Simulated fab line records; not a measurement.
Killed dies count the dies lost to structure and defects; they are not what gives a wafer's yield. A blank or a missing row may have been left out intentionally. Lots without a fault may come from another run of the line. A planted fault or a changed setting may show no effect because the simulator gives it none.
One fault seen from 2 desks / flow n5 finfet / every desk sees just its own numbers, and what lay behind them comes last

FOR THE TOOL OWNER'S DESK: litho track-02
The tool's own readings at N5_BEOL_M1_COAT_61 (time 60 s, resist thk 60 nm): means of the sampled wafers that have a number, for each lot that ran on this tool. A lot is out of limits, marked OUT, if its mean lies more than 4 standard deviations from the usual mean; the brackets give that distance.
Columns: A = spin speed rpm at N5_BEOL_M1_COAT_61, usual 1499.9 rpm
lot=L634; first seen here=day 6 09:41; A=1499.3
lot=L635; first seen here=day 6 15:29; A=1499.0
lot=L636; first seen here=day 6 21:02; A=1500.1
lot=L646; first seen here=day 9 12:24; A=1540.7 (+46) OUT
lot=L648; first seen here=day 9 22:11; A=1541.2 (+46) OUT
This desk finds L646, L648 out of limits, L646 being first, at day 9 12:24 (spin speed rpm at N5_BEOL_M1_COAT_61). L634, L635, L636: within limits.

FROM THE METROLOGY DESK
Lot by lot, what the gauges showed, no matter which tool ran the lot: averages of those sampled wafers that carry a number. A lot is out of limits, marked OUT, if its mean lies more than 4 standard deviations from the usual mean; the brackets give that distance. Only the readings that lie furthest out on some lot appear, 7 of the 10 it has.
Columns: A = DIBL_N at N5_BEOL_M4_RC_MEAS_101, usual 36.3 mV/V; B = DIBL_P at N5_BEOL_M4_RC_MEAS_101, usual 36.3 mV/V; C = IOFF_N at N5_BEOL_M4_RC_MEAS_101, usual 0.16 nA/um; D = IOFF_P at N5_BEOL_M4_RC_MEAS_101, usual 0.21 nA/um; E = SS_N at N5_BEOL_M4_RC_MEAS_101, usual 71.6 mV/dec; F = SS_P at N5_BEOL_M4_RC_MEAS_101, usual 73.3 mV/dec; G = VT_N at N5_BEOL_M4_RC_MEAS_101, usual 250 mV
lot=L634; first seen here=day 8 03:04; A=35.4; B=35.4; C=0.14; D=0.20; E=71.6; F=72.9; G=252
lot=L635; first seen here=day 8 07:41; A=32.4; B=31.6; C=0.10; D=0.15; E=70.0; F=72.0; G=257
lot=L636; first seen here=day 8 16:58; A=33.8; B=32.7; C=0.12; D=0.15; E=70.9; F=72.9; G=254
lot=L638; first seen here=day 9 05:11; A=37.0; B=35.9; C=0.17; D=0.19; E=72.2; F=73.8; G=251
lot=L646; first seen here=day 11 21:34; A=36.9; B=39.0; C=0.19; D=0.24; E=72.3; F=73.9; G=249
lot=L648; first seen here=day 12 22:51; A=34.9; B=35.6; C=0.15; D=0.21; E=71.2; F=72.9; G=251
lot=L647; first seen here=day 13 00:21; A=38.7; B=37.6; C=0.18; D=0.23; E=71.7; F=74.2; G=248
lot=L649; first seen here=day 13 14:58; A=36.6; B=37.7; C=0.16; D=0.22; E=71.3; F=73.1; G=249
lot=L651; first seen here=day 14 07:01; A=36.8; B=37.4; C=0.20; D=0.23; E=71.8; F=74.1; G=247
lot=L656; first seen here=day 14 14:23; A=36.7; B=37.0; C=0.19; D=0.22; E=71.9; F=73.0; G=246
Result from this desk: across the 10 lots, nothing is out of limits.

BROUGHT TOGETHER
An alarm could have come from the tool owner's desk at day 9 12:24, on L646, L648.
At the metrology desk, nothing out of limits was observed.
The metrology desk holds a record of L646, L648, inside its limits.
Of the lots named, all ran N5_BEOL_M1_COAT_61 on litho track-02.

WHAT WAS PUT IN BY THE SIMULATOR
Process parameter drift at N5_BEOL_M1_COAT_61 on litho track-02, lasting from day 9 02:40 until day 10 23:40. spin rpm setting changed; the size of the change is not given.
Shown lots that were struck: L646, L648.
How many hours passed from the start of the fault until each desk's first out-of-limits reading: the tool owner's desk, 10.
